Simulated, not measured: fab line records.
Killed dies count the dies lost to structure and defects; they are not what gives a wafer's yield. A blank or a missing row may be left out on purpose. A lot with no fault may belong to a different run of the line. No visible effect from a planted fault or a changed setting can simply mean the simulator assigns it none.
Matching of chambers ; flow n5Finfet ; 4 sister chambers for N5_DUMMY_GATE_ETCH_23 on rieSi-02
The step etches poly-Si in HBr/Cl2/O2, target depth 41 nm, time 22.3 s. 14 wafers are shown with their chamber, then 7 later ones without.

## WAFERS PAIRED WITH THEIR CHAMBERS
wafer;chamber;throttleValvePct (%);drypumpMotorCurrentA (A);oesProductAu (a.u.)
L077.1;0;37.13;5.2;1.009
L077.3;1;37.06;5.5;1.016
L077.6;1;37.07;5.5;1.013
L078.3;3;37.27;6.1;1.003
L078.4;0;37.10;5.1;0.995
L078.5;1;37.06;5.6;1.011
L079.3;0;37.13;5.1;1.006
L079.4;3;37.27;6.1;1.011
L079.6;1;37.05;5.5;1.005
L085.2;0;37.12;5.2;1.007
L085.3;2;36.62;6.3;1.036
L085.6;1;37.06;5.5;1.022
L088.2;2;36.62;6.3;1.028
L088.3;1;37.08;5.5;1.011

SIGNATURES, as means of the wafers listed above
reading;chamber 0;chamber 1;chamber 2;chamber 3;scatter within a chamber
throttleValvePct;37.1200;37.0633;36.6200;37.2700;0.0106
drypumpMotorCurrentA;5.150;5.517;6.300;6.100;0.0428
oesProductAu;1.00425;1.01300;1.03200;1.00700;0.00587
Rule: for a wafer and a chamber, the distance is found by dividing, reading by reading, the gap between the wafer's reading and the chamber's mean by the reading's scatter, squaring, summing and taking the root. The wafer belongs to the nearest chamber; if the next one is less than 2 further off, it can't be placed. The scatter: the root of (the sum of the squares of (reading less its chamber's mean) over the shown wafers, divided by (wafers less chambers)).

## WAFERS MISSING THEIR CHAMBER
wafer;throttleValvePct (%);drypumpMotorCurrentA (A);oesProductAu (a.u.)
L088.5;37.27;6.1;1.002
L091.3;37.28;6.1;1.016
L091.5;36.64;6.3;1.047
L091.6;37.28;6.1;1.015
L094.1;37.29;6.1;1.008
L094.2;37.13;5.1;0.999
L094.5;36.61;6.3;1.042

## WHICH CHAMBER EACH ONE RAN IN
wafer;from the rows above;in truth
L088.5;3;3
L091.3;3;3
L091.5;2;2
L091.6;3;3
L094.1;3;3
L094.2;0;0
L094.5;2;2
Correct placement for 7 of the 7. Left unplaced by these rows: 0. Placed wrongly: 0.
